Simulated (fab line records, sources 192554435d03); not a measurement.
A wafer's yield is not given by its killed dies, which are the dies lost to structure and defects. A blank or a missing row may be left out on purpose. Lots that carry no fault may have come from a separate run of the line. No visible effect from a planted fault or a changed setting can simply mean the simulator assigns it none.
What tool caused it?	flow n5Finfet	Sampling: 24 lots, 72 wafers, 6 of 1938 route steps

## WHAT THE GAUGES SHOWED, per wafer
The record lacks any reading of a measuring or inspecting step that a usual standard deviation could be used to judge.

## WHAT TOOL EACH LOT RAN ON (gives the tool, then ch and the chambers of the sampled wafers, and finally the start)
lot	N5_HKMG_FIN_ALD_71	N5_HKMG_FIN_ETCH_67	N5_HKMG_FIN_STRIP_69	N5_HKMG_FIN_ALD_21	N5_HKMG_FIN_W_FILL_22	N5_GATE_CUT_ETCH_19
L074	aldMetal-02 ch 0,2,3, day 4 05:26	rieDiel-06 ch 0,1, day 4 05:59	plasmaAsher-01 ch 0,1, day 4 06:28	aldMetal-04 ch 2,3, day 4 06:43	cvdW-02 ch 0,1, day 4 07:09	rieDiel-01 ch 1,2, day 4 11:57
L075	aldMetal-02 ch 1,3, day 4 13:59	rieDiel-04 ch 0,3, day 4 14:23	plasmaAsher-01 ch 0,1, day 4 14:52	aldMetal-04 ch 0,1,3, day 4 15:15	cvdW-01 ch 0,1, day 4 15:40	rieDiel-03 ch 0,2,3, day 4 20:32
L076	aldMetal-04 ch 0,3, day 4 22:43	rieDiel-06 ch 0,1, day 4 23:03	plasmaAsher-02 ch 0,1, day 4 23:25	aldMetal-04 ch 0,3, day 4 23:48	cvdW-02 ch 0,1, day 5 00:13	rieDiel-02 ch 1,2,3, day 5 05:19
L077	aldMetal-04 ch 0,1,3, day 5 01:50	rieDiel-04 ch 0,1,2, day 5 02:11	plasmaAsher-02 ch 0,1, day 5 02:32	aldMetal-02 ch 1,2,3, day 5 02:55	cvdW-01 ch 0,1, day 5 03:21	rieDiel-01 ch 0,1, day 5 08:59
L078	aldMetal-02 ch 1,2,3, day 5 08:13	rieDiel-05 ch 0,3, day 5 08:34	plasmaAsher-01 ch 0,1, day 5 08:55	aldMetal-01 ch 0,1,3, day 5 09:18	cvdW-02 ch 0,1, day 5 09:43	rieDiel-01 ch 1,2,3, day 5 16:00
L079	aldMetal-04 ch 1,2,3, day 5 12:55	rieDiel-06 ch 1,3, day 5 13:19	plasmaAsher-02 ch 0,1, day 5 13:48	aldMetal-04 ch 1,2, day 5 14:04	cvdW-02 ch 0,1, day 5 14:30	rieDiel-01 ch 0,1,3, day 5 19:31
L080	aldMetal-01 ch 1,2,3, day 5 19:46	rieDiel-05 ch 0,1,2, day 5 20:07	plasmaAsher-01 ch 0,1, day 5 20:28	aldMetal-01 ch 1,2,3, day 5 20:51	cvdW-01 ch 0,1, day 5 21:17	rieDiel-01 ch 2,3, day 6 02:25
L081	aldMetal-04 ch 0,2, day 5 22:23	rieDiel-04 ch 0,2,3, day 5 22:43	plasmaAsher-02 ch 0,1, day 5 23:05	aldMetal-01 ch 0,2, day 5 23:28	cvdW-01 ch 0,1, day 5 23:53	rieDiel-02 ch 0,2,3, day 6 04:41
L082	aldMetal-02 ch 1,2, day 6 08:08	rieDiel-04 ch 1,2,3, day 6 08:28	plasmaAsher-01 ch 0,1, day 6 08:57	aldMetal-04 ch 1,2, day 6 09:13	cvdW-02 ch 0,1, day 6 09:39	rieDiel-01 ch 0,1,3, day 6 14:46
L083	aldMetal-01 ch 2,3, day 6 17:55	rieDiel-04 ch 0,2, day 6 18:18	plasmaAsher-02 ch 0,1, day 6 18:40	aldMetal-01 ch 1,2,3, day 6 19:03	cvdW-01 ch 0, day 6 19:29	rieDiel-03 ch 2,3, day 7 00:39
L084	aldMetal-01 ch 0,1,2, day 6 20:59	rieDiel-05 ch 0,1,3, day 6 21:28	plasmaAsher-02 ch 0,1, day 6 21:50	aldMetal-01 ch 0,2, day 6 22:13	cvdW-01 ch 0,1, day 6 22:38	rieDiel-01 ch 0,2, day 7 04:02
L085	aldMetal-04 ch 0,3, day 7 00:45	rieDiel-06 ch 0,1, day 7 01:05	plasmaAsher-01 ch 0,1, day 7 01:27	aldMetal-04 ch 0,2, day 7 01:50	cvdW-02 ch 0,1, day 7 02:15	rieDiel-01 ch 0,2,3, day 7 07:22
L086	aldMetal-04 ch 0,1,3, day 7 09:36	rieDiel-05 ch 1,2, day 7 10:00	plasmaAsher-01 ch 0,1, day 7 10:21	aldMetal-01 ch 1,3, day 7 10:44	cvdW-02 ch 0,1, day 7 11:10	rieDiel-01 ch 1,2, day 7 16:03
L087	aldMetal-01 ch 1,2,3, day 7 16:14	rieDiel-06 ch 2,3, day 7 16:34	plasmaAsher-01 ch 0,1, day 7 16:56	aldMetal-01 ch 0,1,3, day 7 17:19	cvdW-02 ch 0,1, day 7 17:44	rieDiel-03 ch 0,1, day 7 22:49
L088	aldMetal-01 ch 1,2,3, day 7 21:07	rieDiel-04 ch 0,3, day 7 21:31	plasmaAsher-01 ch 0,1, day 7 22:06	aldMetal-02 ch 2,3, day 7 22:22	cvdW-02 ch 0,1, day 7 22:48	rieDiel-03 ch 2,3, day 8 04:10
L089	aldMetal-04 ch 1,2,3, day 7 22:07	rieDiel-06 ch 0,1,3, day 7 22:29	plasmaAsher-02 ch 0,1, day 7 22:58	aldMetal-01 ch 0,2, day 7 23:14	cvdW-02 ch 0,1, day 7 23:40	rieDiel-02 ch 1,2,3, day 8 05:35
L090	aldMetal-01 ch 0,2,3, day 8 08:19	rieDiel-06 ch 0,1, day 8 08:47	plasmaAsher-02 ch 0,1, day 8 09:09	aldMetal-02 ch 0,2,3, day 8 09:32	cvdW-01 ch 0,1, day 8 09:58	rieDiel-03 ch 0,1,2, day 8 15:06
L091	aldMetal-04 ch 0,1,2, day 8 14:20	rieDiel-05 ch 0,2,3, day 8 14:40	plasmaAsher-01 ch 0,1, day 8 15:02	aldMetal-02 ch 1,2,3, day 8 15:25	cvdW-02 ch 0,1, day 8 15:51	rieDiel-02 ch 0,2,3, day 8 21:16
L092	aldMetal-04 ch 0,1, day 8 16:12	rieDiel-05 ch 1,2,3, day 8 16:39	plasmaAsher-01 ch 0,1, day 8 17:08	aldMetal-02 ch 1,2, day 8 17:25	cvdW-01 ch 0,1, day 8 17:50	rieDiel-02 ch 0,1, day 8 23:23
L093	aldMetal-04 ch 1,2,3, day 8 23:57	rieDiel-04 ch 0,1,2, day 9 00:23	plasmaAsher-01 ch 0,1, day 9 00:45	aldMetal-02 ch 0,2,3, day 9 01:08	cvdW-02 ch 0,1, day 9 01:34	rieDiel-03 ch 0,2,3, day 9 06:22
L094	aldMetal-04 ch 0,1,2, day 9 09:43	rieDiel-04 ch 0,1,3, day 9 10:08	plasmaAsher-02 ch 0,1, day 9 10:30	aldMetal-02 ch 1,2,3, day 9 10:53	cvdW-01 ch 0,1, day 9 11:19	rieDiel-02 ch 1,2,3, day 9 16:07
L095	aldMetal-04 ch 1,2,3, day 9 12:41	rieDiel-06 ch 0,2,3, day 9 13:02	plasmaAsher-02 ch 0,1, day 9 13:23	aldMetal-02 ch 1,2,3, day 9 13:47	cvdW-01 ch 0,1, day 9 14:12	rieDiel-01 ch 0,1,3, day 9 19:00
L096	aldMetal-02 ch 0,2,3, day 9 19:33	rieDiel-06 ch 0,2,3, day 9 19:58	plasmaAsher-02 ch 0,1, day 9 20:19	aldMetal-02 ch 0,2, day 9 20:43	cvdW-02 ch 0,1, day 9 21:08	rieDiel-02 ch 0,2,3, day 10 02:28
L097	aldMetal-02 ch 0,2,3, day 9 21:11	rieDiel-04 ch 0,3, day 9 21:32	plasmaAsher-02 ch 1, day 9 21:53	aldMetal-04 ch 0,1, day 9 22:16	cvdW-01 ch 0,1, day 9 22:41	rieDiel-03 ch 0,1,2, day 10 03:40
- N5_HKMG_FIN_ALD_71: deposits TiN, target thk 1 nm, pulse time 1 s, purge time 3 s.
- N5_HKMG_FIN_ETCH_67: etches SOC in N2/H2, stops on TiN, target depth 388.9 nm.
- N5_HKMG_FIN_STRIP_69: strips in N2/H2, time 360 s.
- N5_HKMG_FIN_ALD_21: deposits TiN, target thk 1.5 nm, pulse time 1 s, purge time 3 s.
- N5_HKMG_FIN_W_FILL_22: material W, target thk 60 nm, time 18.2 s.
- N5_GATE_CUT_ETCH_19: etches SiNx in CH3F/O2, target depth 53.7 nm, time 76.7 s.

## WHAT THE TOOLS THEMSELVES READ (means of the sampled wafers that have a number; where no wafer has one, the mark that the record gives instead)
N5_HKMG_FIN_ALD_71.
lot	tool	heaterPowerW (W)	precursorPulseHeightRel
L074	aldMetal-02	933	0.999
L075	aldMetal-02	890	1.010
L076	aldMetal-04	742	1.000
L077	aldMetal-04	823	0.986
L078	aldMetal-02	911	1.004
L079	aldMetal-04	883	0.990
L080	aldMetal-01	913	0.999
L081	aldMetal-04	896	1.018
L082	aldMetal-02	941	0.979
L083	aldMetal-01	951	1.006
L084	aldMetal-01	970	0.991
L085	aldMetal-04	744	1.011
L086	aldMetal-04	830	1.003
L087	aldMetal-01	899	1.007
L088	aldMetal-01	914	0.980
L089	aldMetal-04	872	0.999
L090	aldMetal-01	985	1.009
L091	aldMetal-04	937	0.996
L092	aldMetal-04	974	1.009
L093	aldMetal-04	888	1.010
L094	aldMetal-04	936	1.009
L095	aldMetal-04	885	1.014
L096	aldMetal-02	937	1.012
L097	aldMetal-02	942	1.011

N5_HKMG_FIN_ETCH_67.
lot	tool	drypumpMotorCurrentA (A)	oesProductAu (a.u.)	rfVppV (V)	showerheadPlenumPTorr (Torr)	throttleValvePct (%)
L074	rieDiel-06	5.5	0.83	241.9	2.61	17.67
L075	rieDiel-04	6.4	0.71	239.3	2.48	17.86
L076	rieDiel-06	5.6	0.82	240.8	2.60	17.68
L077	rieDiel-04	5.8	0.77	241.5	2.55	17.85
L078	rieDiel-05	6.2	0.71	240.9	2.52	18.02
L079	rieDiel-06	5.6	0.84	240.0	2.47	17.38
L080	rieDiel-05	5.7	0.76	240.6	2.50	17.91
L081	rieDiel-04	6.0	0.79	240.4	2.52	17.80
L082	rieDiel-04	5.5	0.83	241.8	2.61	17.80
L083	rieDiel-04	5.9	0.73	240.8	2.51	17.95
L084	rieDiel-05	6.2	0.87	240.7	2.52	17.78
L085	rieDiel-06	5.8	0.77	240.0	2.51	17.72
L086	rieDiel-05	5.6	0.91	240.3	2.49	17.65
L087	rieDiel-06	5.7	0.92	240.5	2.50	17.51
L088	rieDiel-04	6.1	0.83	240.9	2.53	17.68
L089	rieDiel-06	5.6	0.80	240.5	2.52	17.58
L090	rieDiel-06	5.8	0.75	240.7	2.50	17.75
L091	rieDiel-05	6.0	0.85	240.3	2.51	17.71
L092	rieDiel-05	5.9	0.84	239.8	2.51	17.70
L093	rieDiel-04	5.8	0.74	242.0	2.54	17.91
L094	rieDiel-04	5.9	0.78	241.3	2.56	17.78
L095	rieDiel-06	5.6	0.85	240.7	2.55	17.56
L096	rieDiel-06	5.5	0.85	240.1	2.54	17.55
L097	rieDiel-04	6.2	0.80	240.7	2.52	17.72

N5_HKMG_FIN_STRIP_69.
lot	tool	drypumpMotorCurrentA (A)	heaterPowerW (W)
L074	plasmaAsher-01	5.5	449
L075	plasmaAsher-01	5.5	447
L076	plasmaAsher-02	5.8	468
L077	plasmaAsher-02	5.8	471
L078	plasmaAsher-01	5.2	459
L079	plasmaAsher-02	5.7	495
L080	plasmaAsher-01	5.4	454
L081	plasmaAsher-02	5.7	500
L082	plasmaAsher-01	5.2	456
L083	plasmaAsher-02	5.7	498
L084	plasmaAsher-02	5.7	499
L085	plasmaAsher-01	5.5	448
L086	plasmaAsher-01	5.4	445
L087	plasmaAsher-01	5.5	448
L088	plasmaAsher-01	5.2	445
L089	plasmaAsher-02	5.8	474
L090	plasmaAsher-02	5.8	471
L091	plasmaAsher-01	5.5	444
L092	plasmaAsher-01	5.5	447
L093	plasmaAsher-01	5.5	451
L094	plasmaAsher-02	5.7	496
L095	plasmaAsher-02	5.8	473
L096	plasmaAsher-02	5.8	474
L097	plasmaAsher-02	5.6	520

N5_HKMG_FIN_ALD_21.
lot	tool	heaterPowerW (W)	precursorPulseHeightRel
L074	aldMetal-04	838	1.015
L075	aldMetal-04	824	1.012
L076	aldMetal-04	684	1.010
L077	aldMetal-02	918	1.000
L078	aldMetal-01	947	0.989
L079	aldMetal-04	996	0.984
L080	aldMetal-01	908	0.995
L081	aldMetal-01	1041	0.983
L082	aldMetal-04	1020	0.989
L083	aldMetal-01	905	0.991
L084	aldMetal-01	1012	1.009
L085	aldMetal-04	905	1.006
L086	aldMetal-01	849	1.006
L087	aldMetal-01	924	1.005
L088	aldMetal-02	921	1.007
L089	aldMetal-01	1029	1.012
L090	aldMetal-02	959	1.000
L091	aldMetal-02	912	0.999
L092	aldMetal-02	903	1.016
L093	aldMetal-02	940	0.997
L094	aldMetal-02	910	0.992
L095	aldMetal-02	921	1.003
L096	aldMetal-02	971	0.989
L097	aldMetal-04	970	0.991

N5_HKMG_FIN_W_FILL_22.
lot	tool	heaterPowerW (W)	throttleValvePct (%)
L074	cvdW-02	813	18.8
L075	cvdW-01	795	19.6
L076	cvdW-02	816	18.8
L077	cvdW-01	854	19.8
L078	cvdW-02	826	18.9
L079	cvdW-02	843	18.9
L080	cvdW-01	792	19.7
L081	cvdW-01	879	19.8
L082	cvdW-02	826	18.9
L083	cvdW-01	954	19.8
L084	cvdW-01	803	19.9
L085	cvdW-02	832	18.8
L086	cvdW-02	838	19.0
L087	cvdW-02	838	19.2
L088	cvdW-02	820	19.0
L089	cvdW-02	840	19.2
L090	cvdW-01	789	19.9
L091	cvdW-02	840	19.3
L092	cvdW-01	790	20.1
L093	cvdW-02	839	19.3
L094	cvdW-01	801	20.0
L095	cvdW-01	885	19.9
L096	cvdW-02	848	19.3
L097	cvdW-01	871	19.9

N5_GATE_CUT_ETCH_19.
lot	tool	drypumpMotorCurrentA (A)	etchRfOnTimeS (s)	oes_o_777_au (a.u.)	oesProductAu (a.u.)	rfVppV (V)	showerheadPlenumPTorr (Torr)	throttleValvePct (%)
L074	rieDiel-01	6.0	77.0	0.87	0.75	298	1.99	16.52
L075	rieDiel-03	5.8	76.8	0.82	0.70	301	2.05	16.29
L076	rieDiel-02	5.9	76.4	0.80	0.69	298	1.93	16.38
L077	rieDiel-01	6.2	76.7	0.90	0.76	294	1.98	16.38
L078	rieDiel-01	5.9	77.0	0.80	0.67	298	2.00	16.53
L079	rieDiel-01	6.1	76.7	0.84	0.71	294	1.99	16.38
L080	rieDiel-01	5.8	77.1	0.75	0.62	296	2.02	16.53
L081	rieDiel-02	6.2	76.6	0.76	0.65	299	1.97	16.45
L082	rieDiel-01	6.1	76.5	0.83	0.70	294	1.99	16.39
L083	rieDiel-03	5.7	76.3	0.81	0.69	302	2.08	16.13
L084	rieDiel-01	5.6	77.4	0.72	0.62	300	2.04	16.69
L085	rieDiel-01	5.8	77.2	0.74	0.63	295	2.02	16.55
L086	rieDiel-01	5.8	77.4	0.76	0.64	300	2.01	16.70
L087	rieDiel-03	6.0	77.2	0.81	0.69	298	1.96	16.38
L088	rieDiel-03	5.8	77.4	0.75	0.64	301	2.03	16.43
L089	rieDiel-02	6.0	76.0	0.78	0.67	296	1.93	16.42
L090	rieDiel-03	6.0	76.9	0.77	0.66	299	1.95	16.49
L091	rieDiel-02	6.2	76.5	0.74	0.63	300	1.96	16.48
L092	rieDiel-02	6.1	76.8	0.76	0.65	296	1.98	16.37
L093	rieDiel-03	5.8	76.8	0.78	0.67	301	2.04	16.35
L094	rieDiel-02	5.9	76.8	0.78	0.65	297	1.92	16.44
L095	rieDiel-01	6.1	77.5	0.79	0.67	295	1.98	16.45
L096	rieDiel-02	6.2	77.0	0.73	0.63	299	1.96	16.50
L097	rieDiel-03	6.0	77.7	0.76	0.64	298	1.95	16.50

## THE ANSWER, worked out from the rows above alone
Rule: what is usual is taken from the lots themselves. The widest of any qualifying gaps counts: lots, ordered by their means at a reading, are off when they make up no more than a third of the lots, leave a main group of 4 or more, and stand apart from it by 3 or more times the standard deviation of that group's means. A main group is skipped when, at the precision printed for the reading in the tables above, its means are all equal. Also off: a lot with no number at a reading for which 4 or more lots have one. The other lots that the step has rows for count as sound. First the gauges in route order, then the tools' own readings, where a lot's mean is used as printed above. At the first step where some lot is off, the reading lying furthest off is the one used; lots without a number count as furthest.
Nothing can be told from this: no lot is off at any reading shown.

## WHAT HAD BEEN PUT IN BY THE SIMULATOR
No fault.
